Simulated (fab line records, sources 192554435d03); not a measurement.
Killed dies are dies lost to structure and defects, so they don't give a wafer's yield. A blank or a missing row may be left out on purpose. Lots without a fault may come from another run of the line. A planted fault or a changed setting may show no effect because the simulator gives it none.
Problem report in the 8D (eight disciplines) form, filled by code | flow n5_finfet | the parts of the form that need people (team, actions taken, sign-off) are left out

1. THE PROBLEM
barrier_field_endpoint_s at N5_BEOL_M14_CMP_49 reads a mean of 8.45 s on 3 wafers of 3 lots; wafers without a fault read 11.38 s with a standard deviation of 0.29. That is -10 standard deviations from the usual mean.
The step: polishes, stops on SiO2, t overpolish 5.2 s, target thk 560 nm.
First seen on wafer L984.1, day 12 21:48, on cmp-01. The record holds 28 wafers of 10 lots with a number at this step. Rule for "out", or "out of limits": more than 4 standard deviations from the usual mean. The other wafers with a number count as sound.

2. WHAT IT IS AND WHAT IT IS NOT
question                    | is                       | is not
which readings at this step | barrier_field_endpoint_s | clearing_platen_rpm, motor_current_A, platen_rpm
which lots                  | L984, L985, L986         | L977, L978, L994, L996, L997, L998, L999
which wafers of those lots  | L984.1, L985.1, L986.4   | L984.2, L985.2, L986.2, L986.5
read on which tools         | cmp-01, cmp-03           | cmp-04
when                        | from day 12 21:48        | up to then (7 sound wafers); but 18 sound wafers of L985, L986, L994, L996, L997, L998, L999 came after

3. SUSPECTS, AND WHAT RULES EACH OUT
Counting: a tool at a process step up to the reading stays a suspect if it ran every lot that is out. Sound lots after the first of them don't rule it out here, since some wafers of a struck lot are sound.
- pvd_sputter-02 at N5_BEOL_M14_SPUTTER_44 (material Ta, target thk 15 nm, time 24.19 s): kept. It ran every lot that is out, first L984 (day 12 21:06); its last sound lot up to then is L977 (day 11 15:07).
Left after counting: pvd_sputter-02 at N5_BEOL_M14_SPUTTER_44.

4. THE CAUSE (what the simulator had put in)
Process parameter drift: pvd_sputter-02, from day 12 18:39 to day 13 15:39, at N5_BEOL_M14_SPUTTER_44. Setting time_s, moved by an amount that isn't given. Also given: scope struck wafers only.
Counting left only this tool.

5. THE CHAIN OF EFFECTS, in route order
Each row: a reading whose mean over the struck wafers that have a number lies more than 3 standard deviations from the usual. Only readings for which the record gives a usual standard deviation are gone through. hours: the time from each lot's start at the first step in this table that gives one to its start at this step, as a median over the lots. sigmas: the change in usual standard deviations.
hours | step               | reading                  | usual   | on struck wafers | change | sigmas
0     | N5_BEOL_M14_CMP_49 | barrier_field_endpoint_s | 11.38 s | 8.45             | -2.93  | -10
The process steps in it:
- N5_BEOL_M14_CMP_49: polishes, stops on SiO2, t overpolish 5.2 s, target thk 560 nm.
Readings that are blank on the struck wafers while sound wafers have them: susceptor_temp_C at N5_BEOL_M14_SPUTTER_44.
Later measuring or inspecting steps at which every struck wafer that the step has a row for has a number for every such reading, and none has moved that far: N5_BEOL_M14_RS_MEAS_54.

6. WHAT WOULD HAVE CAUGHT IT SOONER
In this record the first reading out of limits was taken at day 12 21:48, 3 hours after the fault began at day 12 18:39.
Of the lots that are out (3), L985, L986 began N5_BEOL_M14_SPUTTER_44 on pvd_sputter-02 after day 12 21:48. A hold on the tool at that time would have spared those 2.
